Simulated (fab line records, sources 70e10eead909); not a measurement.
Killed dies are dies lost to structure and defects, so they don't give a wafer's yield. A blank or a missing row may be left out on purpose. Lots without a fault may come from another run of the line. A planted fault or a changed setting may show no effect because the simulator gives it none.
Which tool did it? | flow nand_harc | 6 lots, 18 wafers sampled, at 1 step of a route of 1159

WHAT THE GAUGES READ, wafer by wafer
NHARC_A_CONTACT_OVL_MEAS_09.
lot  | measured     | on         | overlay_x_nm (nm)
L776 | day 18 01:34 | overlay-01 | 0.0 -0.4 -0.5
L783 | day 19 09:44 | overlay-01 | 0.7 -0.1 -0.4
L787 | day 20 23:28 | overlay-01 | -1.0 -1.3 -1.1
L789 | day 21 13:46 | overlay-01 | -0.5 -1.0 -0.5
L793 | day 22 06:00 | overlay-02 | -1.7 -1.8 -2.2
L795 | day 22 18:26 | overlay-02 | 1.0 0.9 0.9

WHICH TOOL RAN EACH LOT (tool, then ch and the chambers of the sampled wafers, then the start)
The record holds no process step before these readings.

THE ANSWER, worked out from the rows above alone
Rule: what is usual is taken from the lots themselves. Put in order of their means at a reading, lots are off if they are a third of the lots or fewer, leave a main group of 4 or more, and stand apart from it by a gap of 3 or more times the standard deviation of the main group's means; of several such gaps the widest counts. A main group whose means are all the same, to the digits that the tables above print for the reading, isn't used. A lot without any number at a reading at which 4 lots or more have one is off too. The other lots that the step has rows for count as sound.
No lot is off at any reading shown: from this, nothing can be told.

WHAT THE SIMULATOR HAD PUT IN
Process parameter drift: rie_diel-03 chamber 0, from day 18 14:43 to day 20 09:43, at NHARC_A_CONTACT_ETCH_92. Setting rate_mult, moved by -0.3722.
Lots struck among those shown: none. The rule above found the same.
